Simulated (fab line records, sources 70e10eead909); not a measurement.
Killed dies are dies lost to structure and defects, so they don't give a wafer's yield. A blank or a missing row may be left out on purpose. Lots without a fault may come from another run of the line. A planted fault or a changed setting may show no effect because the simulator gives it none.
fab line records | flow nand_harc
record lots=6 wafers=18 last_day=31
route steps=1302 shown P_STI@99 P_GATE@110 END@1302
lots that met no fault: from a run of the same line without faults
start_h: hours from the record's first day to the start of the lot's first wafer shown | wait_h: hours since the lot's step before | " the same as in the row above | L1.1+2: a row that stands for several wafers | - no value, or no start given | * or withheld: withheld | < > ~ a bound
route shown NAME@n: a module of which the file shows steps, and the number in the route of the first | usual: mean/standard deviation of fault-free wafers | same: alike in all rows | chamber/n: place in a boat | sites: the reading at each site | _std_site: their standard deviation | _edge_site: outer sites' mean less inner sites' | radius_mm: how far each site lies from the wafer's centre | mask NAME#n: copy n | behind: the tool/chamber that last shaped the wafer | hold: why the lot was held/for how many hours/how that ended | device: the transistor (n, p or np) that didn't switch | end of line: the same wafers' tests at the end of the route | a step without rows: its recipe alone | killed: dies lost to structure and defects at the first sort, not the wafer's yield | map: a wafer's dies, x killed, . not, _ none there
set.NAME: the setting as run; set.NAME@STEP: as run at that earlier step | model.NAME: the simulator's own value behind a step, which no gauge read
lots at some steps of the route; a table a step, a row a wafer
services: from which hour (start_h, from the record's first day; less than 0 if before it) a tool's chamber was out of use, for how many hours, and why
## steps
# step NHARC_P_STI_ANNEAL_34
# recipe temp_c=1000 time_s=1800
# step NHARC_P_STI_CMP_21
# recipe t_overpolish_s=20 target_thk_nm=380.67
# usual motor_current_A=12.4/1.4 overpolish_run_s=20.000/0.0094
# columns lot.wafer tool chamber start_h wait_h motor_current_A overpolish_run_s
L753.4 cmp-04 0 63.41 0.4 10.9 19.999
L753.2 " 2 " " 13.5 19.988
L753.6 " 0 " " 11.0 20.001
L759.2 cmp-04 3 121.31 0.4 11.5 20.007
L759.3 " 0 " " 11.2 20.001
L759.6 " 0 " " 10.9 19.979
L763.2 cmp-04 3 163.31 0.4 10.6 19.998
L763.4 " 0 " " 10.8 20.012
L763.6 " 3 " " 11.2 19.998
L766.4 cmp-02 1 192.27 0.4 13.2 20.011
L766.3 " 2 " " 11.0 19.997
L766.5 " 1 " " 13.3 19.993
L767.4 cmp-03 3 209.55 0.4 11.7 20.005
L767.2 " 1 " " 14.0 19.982
L767.6 " 3 " " 12.4 20.002
L769.3 cmp-02 3 227.96 0.4 11.6 19.993
L769.6 " 2 " " 11.6 20.017
L769.5 " 3 " " 12.1 20.002
# step NHARC_P_STI_SRD_35
# step NHARC_P_STI_ETCH_36
# recipe target_depth_a=388 chemistry=dHF material=SiO2
# step NHARC_P_STI_STRIP_24
# recipe temp_c=160 chemistry=H3PO4 material=Si3N4
# step NHARC_P_STI_ETCH_37
# recipe target_depth_a=110 chemistry=dHF material=SiO2
# step NHARC_P_STI_PRECLEAN_38
# recipe time_s=* temp_c=50 bath_age_min=0 chemistry=SC1
# step NHARC_P_STI_SRD_39
# step NHARC_P_STI_OXIDE_40
# recipe target_thk_a=100 temp_c=900 ox_time_s=1362 material=SiO2
# step NHARC_P_STI_INSPECT_25
# usual raw_defect_count=214/78
# columns lot.wafer tool chamber start_h wait_h raw_defect_count
L753.2 defect_inspect-01 - 68.51 0.4 185
L753.4 " - " " 247
L753.6 " - " " 191
L759.2 defect_inspect-02 - 130.80 0.4 185
L759.3 " - " " 127
L759.6 " - " " 159
L763.2 defect_inspect-01 - 171.04 0.4 209
L763.4 " - " " 219
L763.6 " - " " 204
L766.3 defect_inspect-02 - 200.88 0.4 258
L766.4 " - " " 158
L766.5 " - " " 141
L767.2 defect_inspect-01 - 223.44 0.4 132
L767.4 " - " " 180
L767.6 " - " " 153
L769.3 defect_inspect-01 - 238.82 0.4 219
L769.5 " - " " 292
L769.6 " - " " 299
# step NHARC_P_GATE_ETCH_69
# recipe target_depth_a=140 chemistry=dHF material=SiO2
# step NHARC_P_GATE_PRECLEAN_70
# recipe time_s=* temp_c=50 bath_age_min=0 chemistry=SC1
# usual bath_guard_temp_C=50.1/0.5 bath_heat_duty_pct=7.4/1 nh4oh_flow_mL_min=28.30/0.089
# columns lot.wafer tool chamber start_h wait_h bath_guard_temp_C bath_heat_duty_pct nh4oh_flow_mL_min
L753.4 wet_bench-07 2 68.65 0.1 49.4 8.9 28.28
L753.6 " 3 " " 50.6 7.9 28.46
L753.2 " 5 " " 50.0 7.7 28.27
L759.2 wet_bench-01 4 130.95 0.1 50.2 6.4 28.17
L759.3 " 5 " " 49.8 6.8 28.47
L759.6 " 0 " " 49.7 6.6 28.25
L763.4 wet_bench-06 4 171.18 0.1 50.2 6.5 28.44
L763.2 " 5 " " 50.2 6.8 28.36
L763.6 " 7 " " 49.5 7.3 28.37
L766.5 wet_bench-07 5 201.02 0.1 50.3 7.8 28.19
L766.3 " 6 " " 51.0 7.9 28.39
L766.4 " 1 " " 49.1 8.2 28.24
L767.2 wet_bench-07 6 223.59 0.1 50.8 7.9 28.26
L767.4 " 0 " " 50.3 6.3 28.39
L767.6 " 1 " " 49.2 7.6 28.26
L769.5 wet_bench-01 6 238.98 0.1 49.8 7.0 28.29
L769.3 " 7 " " 50.4 5.6 28.46
L769.6 " 2 " " 49.6 6.2 28.28
# step NHARC_P_GATE_SRD_01
# step NHARC_P_GATE_OXIDE_02
# recipe target_thk_a=375 temp_c=950 p_h2o_torr=720 ox_time_s=365 material=SiO2
# step NHARC_P_GATE_DEHYDRATE_03
# recipe temp_c=150 time_s=120
# step NHARC_P_GATE_HMDS_04
# recipe time_s=30
# step NHARC_P_GATE_COAT_05
# recipe spin_rpm=4690
# step NHARC_P_GATE_SOFTBAKE_06
# recipe temp_c=122 time_s=95
# step NHARC_P_GATE_EBR_07
# step NHARC_P_GATE_EXPOSE_08
# recipe na=0.6 dose_mj=16.75 mask_id=P_HV
# step NHARC_P_GATE_PEB_09
# recipe peb_temp_c=118 peb_time_s=85
# step NHARC_P_GATE_DEVELOP_10
# recipe time_s=70
# step NHARC_P_GATE_CD_MEAS_11
# recipe target_cd_nm=1640 landing_energy_ev=500
# usual cd_nm=1639.5/2.2
# columns lot.wafer tool chamber start_h wait_h cd_nm
L753.2 cd_sem-03 0 77.10 - 1642.8
L753.4 " 0 " " 1641.5
L753.6 " 0 " " 1641.7
L759.2 cd_sem-01 0 139.16 - 1637.3
L759.3 " 0 " " 1638.4
L759.6 " 0 " " 1642.8
L763.2 cd_sem-01 0 179.44 - 1638.2
L763.4 " 0 " " 1636.0
L763.6 " 0 " " 1638.2
L766.3 cd_sem-03 0 211.69 - 1638.8
L766.4 " 0 " " 1641.9
L766.5 " 0 " " 1635.4
L767.2 cd_sem-01 0 232.13 - 1639.6
L767.4 " 0 " " 1635.6
L767.6 " 0 " " 1641.4
L769.3 cd_sem-02 0 247.36 - 1638.7
L769.5 " 0 " " 1637.9
L769.6 " 0 " " 1641.5
# step NHARC_P_GATE_HARDBAKE_12
# recipe temp_c=125 time_s=80
# step NHARC_P_GATE_DESCUM_13
# recipe time_s=3 o2_flow_sccm=200 ar_flow_sccm=0 bias_power_w=0 chemistry=O2
# usual drypump_motor_current_A=5.6/0.5 oes_product_au=0.999/0.015 rf_vpp_V=58.1/0.86 showerhead_plenum_p_Torr=1.99/0.078 throttle_valve_pct=11.311/0.0095
# columns lot.wafer tool chamber start_h wait_h drypump_motor_current_A oes_product_au rf_hours_counter_h rf_vpp_V showerhead_plenum_p_Torr throttle_valve_pct
L753.4 rie_diel-11 1 77.28 - 4.9 1.002 11 58.4 1.98 11.324
L753.2 " 2 " " 6.6 0.990 11 57.6 1.88 11.327
L753.6 " 0 " " 5.6 0.984 - 58.6 1.93 11.304
L759.3 rie_diel-04 0 139.31 - 5.4 1.003 7 58.4 2.06 11.298
L759.2 " 3 " " 6.3 1.019 8 58.9 2.04 11.303
L759.6 " 1 " " 4.7 0.997 - 58.9 2.05 11.314
L763.2 rie_diel-03 3 179.59 - 5.6 1.003 5 59.2 2.05 11.303
L763.4 " 0 " " 5.2 1.017 5 57.9 2.02 11.341
L763.6 " 0 " " 5.2 1.025 - 59.1 2.03 11.319
L766.4 rie_diel-04 1 211.86 - 4.7 0.988 2 56.0 2.05 11.319
L766.3 " 3 " " 6.3 0.993 2 58.7 2.03 11.305
L766.5 " 0 " " 5.4 1.006 - 58.0 2.06 11.307
L767.2 rie_diel-11 2 232.29 - 6.6 0.994 7 58.7 1.87 11.305
L767.4 " 0 " " 5.6 0.990 8 56.7 1.93 11.300
L767.6 " 3 " " 5.5 1.017 - 58.2 2.04 11.312
L769.3 rie_diel-04 1 247.51 - 4.7 0.973 5 57.8 2.05 11.313
L769.6 " 1 " " 4.7 0.968 - 57.5 2.05 11.309
L769.5 " 2 " " 5.8 0.986 - 58.1 2.03 11.313
# step NHARC_P_GATE_ETCH_14
# recipe target_depth_a=488 chemistry=dHF material=SiO2
# step NHARC_P_GATE_STRIP_15
# recipe time_s=780 temp_c=130 chemistry=SPM
# step NHARC_P_GATE_PRECLEAN_71
# recipe time_s=* temp_c=50 bath_age_min=0 chemistry=SC1
# step NHARC_P_GATE_SRD_72
# step NHARC_P_GATE_OXIDE_16
# recipe target_thk_a=30 temp_c=875 ox_time_s=392 material=SiO2
# step NHARC_P_GATE_CVD_17
# recipe target_thk_a=1500 temp_c=620 time_s=900 material=poly-Si
# step NHARC_P_GATE_HM_DEP_102
# recipe target_thk_a=1200 temp_c=400 material=aC
# usual throttle_valve_pct=35.000/0.009
# columns lot.wafer tool chamber start_h wait_h throttle_valve_pct
L753.2 acl_dep-02 0 89.75 0.5 35.002
L753.4 " 0 " " 35.011
L753.6 " 0 " " 35.000
L759.2 acl_dep-02 0 152.13 0.5 34.995
L759.3 " 0 " " 35.002
L759.6 " 0 " " 34.990
L763.2 acl_dep-02 0 196.66 5.0 35.012
L763.4 " 0 " " 35.000
L763.6 " 0 " " 35.004
L766.3 acl_dep-02 0 225.67 1.6 35.000
L766.4 " 0 " " 35.013
L766.5 " 0 " " 35.004
L767.2 acl_dep-03 0 247.67 3.1 35.003
L767.4 " 0 " " 34.999
L767.6 " 0 " " 35.013
L769.3 acl_dep-02 0 264.23 0.6 35.009
L769.5 " 0 " " 35.001
L769.6 " 0 " " 35.008
# step NHARC_P_GATE_DEP_103
# recipe target_thk_a=300 target_thk_nm=30 temp_c=400 flow_sccm=200 rf_w=350 material=SiON
# usual heater_power_outer_w=433/71 heater_power_w=715/110
# columns lot.wafer tool chamber start_h wait_h heater_power_outer_w heater_power_w
L753.2 pecvd-03 0 90.31 0.5 509 865
L753.6 " 0 " " 500 848
L753.4 " 1 " " 385 653
L759.2 pecvd-02 1 152.68 0.4 331 587
L759.3 " 2 " " 428 747
L759.6 " 0 " " 338 574
L763.2 pecvd-02 2 197.27 0.5 469 829
L763.6 " 0 " " 375 638
L763.4 " 1 " " 369 620
L766.3 pecvd-02 2 226.16 0.4 411 758
L766.5 " 1 " " 400 659
L766.4 " 2 " " 415 759
L767.2 pecvd-04 0 248.25 0.5 471 793
L767.4 " 0 " " 471 796
L767.6 " 1 " " 375 605
L769.3 pecvd-02 0 264.74 0.4 324 537
L769.5 " 1 " " 365 627
L769.6 " 0 " " 319 551
# step NHARC_P_GATE_DEHYDRATE_18
# recipe temp_c=150 time_s=120
# step NHARC_P_GATE_HMDS_19
# recipe time_s=30
# step NHARC_P_GATE_COAT_20
# recipe spin_rpm=1500 resist_thk_nm=90
# step NHARC_P_GATE_SOFTBAKE_21
# recipe temp_c=105 time_s=55
# step NHARC_P_GATE_EBR_22
# step NHARC_P_GATE_EXPOSE_23
# recipe na=1.35 target_cd_nm=120 dose_mj=93.91 mask_id=P_GATE
# step NHARC_P_GATE_PEB_24
# recipe peb_temp_c=100 peb_time_s=65
# step NHARC_P_GATE_DEVELOP_25
# recipe develop_time_s=35 dev_temp_c=23
# step NHARC_P_GATE_INSPECT_28
# usual raw_defect_count=6.2/2.8
# columns lot.wafer tool chamber start_h wait_h raw_defect_count
L753.2 defect_inspect-01 - 91.11 0.0 6
L753.4 " - " " 12
L753.6 " - " " 7
L759.2 defect_inspect-01 - 153.48 0.0 5
L759.3 " - " " 5
L759.6 " - " " 8
L763.2 defect_inspect-02 - 197.90 0.0 7
L763.4 " - " " 9
L763.6 " - " " 10
L766.3 defect_inspect-02 - 226.94 0.0 29
L766.4 " - " " 37
L766.5 " - " " 30
L767.2 defect_inspect-02 - 248.90 0.0 31
L767.4 " - " " 30
L767.6 " - " " 19
L769.3 defect_inspect-02 - 265.36 0.0 3
L769.5 " - " " 8
L769.6 " - " " 9
# step NHARC_END_SORT_01
# recipe temp_c=25
# usual killed_at_array=64/20 killed_at_other=0.7/1.1 killed_at_periphery=3.6/2.7 killed_dies=68/20 killed_open=2.8/1.9 killed_short=2.3/1.5
# same gross_dies=677
# columns lot.wafer tool chamber start_h wait_h killed_at_array killed_at_other killed_at_periphery killed_dies killed_open killed_short
L766.3 prober-01 0 698.24 3.1 48 0 20 68 7 2
L766.4 prober-01 0 699.04 3.4 52 0 32 84 5 4
L766.5 prober-01 0 699.85 3.7 43 0 16 59 6 1
L767.2 prober-02 0 731.44 2.8 69 0 18 87 1 2
L767.4 prober-02 0 733.04 3.4 84 0 16 100 3 1
L767.6 prober-02 0 734.65 4.0 83 0 6 89 3 3
# killed by level:class
L766.3 A_CHANNEL_HOLE_D1:chamber_film_flake=31 P_GATE:unspecified=12 A_STAIRCASE:chamber_film_flake=6 P_CONTACT:chamber_film_flake=3 P_CONTACT:geometric_particle:open=2 P_ZERO_WELL:chamber_film_flake=2 A_CONTACT:chamber_film_flake=2 A_ONON_D1:geometric_particle:open=1
L766.4 A_CHANNEL_HOLE_D1:chamber_film_flake=29 P_GATE:unspecified=18 P_CONTACT:chamber_film_flake=6 A_SLIT:chamber_film_flake=5 P_STI:chamber_film_flake=4 A_SOURCE_PLATE:geometric_particle:open=2 P_M2:chamber_film_flake=2 A_STAIRCASE:chamber_film_flake=2
L766.5 A_CHANNEL_HOLE_D1:chamber_film_flake=32 P_GATE:unspecified=11 P_ZERO_WELL:chamber_film_flake=3 A_STAIRCASE:chamber_film_flake=2 A_SOURCE_PLATE:geometric_particle:open=1 A_CHANNEL_HOLE_D1:geometric_particle:short=1 A_CHANNEL_FILL_D1:geometric_particle:open=1 A_ONON_D2:geometric_particle:open=1
L767.2 A_CHANNEL_HOLE_D1:chamber_film_flake=30 A_CHANNEL_HOLE_D2:chamber_film_flake=17 P_GATE:unspecified=16 A_CONTACT:chamber_film_flake=6 A_SGD_CUT:chamber_film_flake=4 A_SLIT:chamber_film_flake=3 A_STAIRCASE:chamber_film_flake=3 A_ZERO_WELL:chamber_film_flake=2
L767.4 A_CHANNEL_HOLE_D1:chamber_film_flake=36 A_CHANNEL_HOLE_D2:chamber_film_flake=24 P_GATE:unspecified=15 A_CONTACT:chamber_film_flake=9 A_STAIRCASE:chamber_film_flake=6 A_SGD_CUT:chamber_film_flake=4 P_CONTACT:geometric_particle:open=1 A_CHANNEL_FILL_D2:geometric_particle:short=1
L767.6 A_CHANNEL_HOLE_D1:chamber_film_flake=35 A_CHANNEL_HOLE_D2:chamber_film_flake=20 A_CONTACT:chamber_film_flake=10 P_GATE:unspecified=6 A_SLIT:chamber_film_flake=6 A_DECK1_JOINT:geometric_particle:open=3 A_STAIRCASE:chamber_film_flake=3 A_SGD_CUT:chamber_film_flake=2
# map L766.4 (x killed, . not)
____________.____________
_________.x...x._________
_______......x...._______
______............x______
_____.......x......._____
____....x...x........____
____........x........____
___......xxx......x...___
___......xxx.x........___
__x.....xxxxxxx........__
__xx.....xxxxxx.xx..x..__
_xx.....x.x.xx.........._
_xx.......xxx..........._
_xx..x..x...x..........._
_x........xx............_
_xxx.....x....x..x......_
xxx...................x..
...............x.x..x....
.x......x................
........x....x...........
........x......x.........
_.......x.......x......._
_..........x...........x_
_......................._
_.....................x._
_......................._
__......x..............__
__....x.......x........__
___...............x...___
___...................___
____.................____
____.................____
_____..............._____
______............x______
_______.......x..._______
_________......._________
____________.____________
# map L767.4 (x killed, . not)
____________.____________
_________......._________
_______...x...x..x_______
______.xx..x.......______
_____xx.xxx........._____
____...x.x...x.......____
____x..x..xx.........____
___....x..xx.xx.......___
___.xx..xxxxxx.....x..___
__......xxx.xx..x......__
__.....x.xxxxxxx.x.xx.x__
_...x....xxxxx..xx...x.._
_.........xxxxx........._
_.......x..x............_
_..........x............_
_.............x........._
...x.....................
....x..x.................
.........................
....x...xx...............
..x.x.xx.................
_...xxx.x..............._
_...xxxx................_
_..xxxxx................_
_.x..xx................._
_.....xx....x..........._
__.....x...............__
__........x.x..........__
___...................___
___...................___
____.................____
____.................____
_____..............._____
______.............______
_______..........._______
_________......._________
____________.____________
## services
# columns tool chamber start_h hours kind
cmp-02 - 42.80 0.3 repair
pecvd-02 - 46.10 13.0 pm
rie_diel-11 0 49.68 3.7 repair
acl_dep-02 - 62.19 13.0 pm
wet_bench-01 - 70.55 4.1 repair
cmp-02 - 71.40 1.9 repair
rie_diel-11 - 78.50 9.0 pm
cmp-04 - 94.04 0.5 repair
rie_diel-04 2 97.85 4.3 repair
rie_diel-04 1 98.43 14.1 repair
cmp-04 - 100.07 0.8 repair
rie_diel-11 2 100.91 7.7 repair
cmp-04 - 111.93 4.0 pm
rie_diel-04 1 123.77 11.1 repair
rie_diel-04 1 144.64 26.8 repair
cmp-04 - 156.23 2.0 repair
wet_bench-07 - 160.06 8.0 pm
rie_diel-04 - 177.90 9.0 pm
cmp-04 - 197.69 2.7 repair
cmp-04 - 203.53 1.6 repair
cmp-04 - 209.93 4.0 pm
pecvd-02 - 227.10 13.0 pm
rie_diel-04 - 227.89 0.5 repair
acl_dep-02 - 244.31 13.0 pm
## key
first_sign step=NHARC_P_GATE_INSPECT_28 reading=raw_defect_count direction=up sigmas=8.3 usual=6.2 struck=29.3
effect step=NHARC_END_SORT_01 reading=killed_at_periphery direction=up sigmas=5.4 usual=3.6 struck=18
met_at NHARC_P_GATE_PRECLEAN_70
struck_wafers L766.3,L766.4,L766.5,L767.2,L767.4,L767.6
tester_left_out L766,L767
onset_between 68.65 201.02
fault kind=chamber_particle_source tool=wet_bench-07 chamber=- onset_h=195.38 steps=NHARC_P_GATE_PRECLEAN_70 rate_per_visit_cm2=0.034387 end_h=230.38
# tester_left_out: of these lots the tester's yield and bins aren't shown, on N5 and GAA mostly nor the transistor test; their killed dies are dies lost to structure and defects alone, not to doping, threshold or leakage, so they don't give the yield
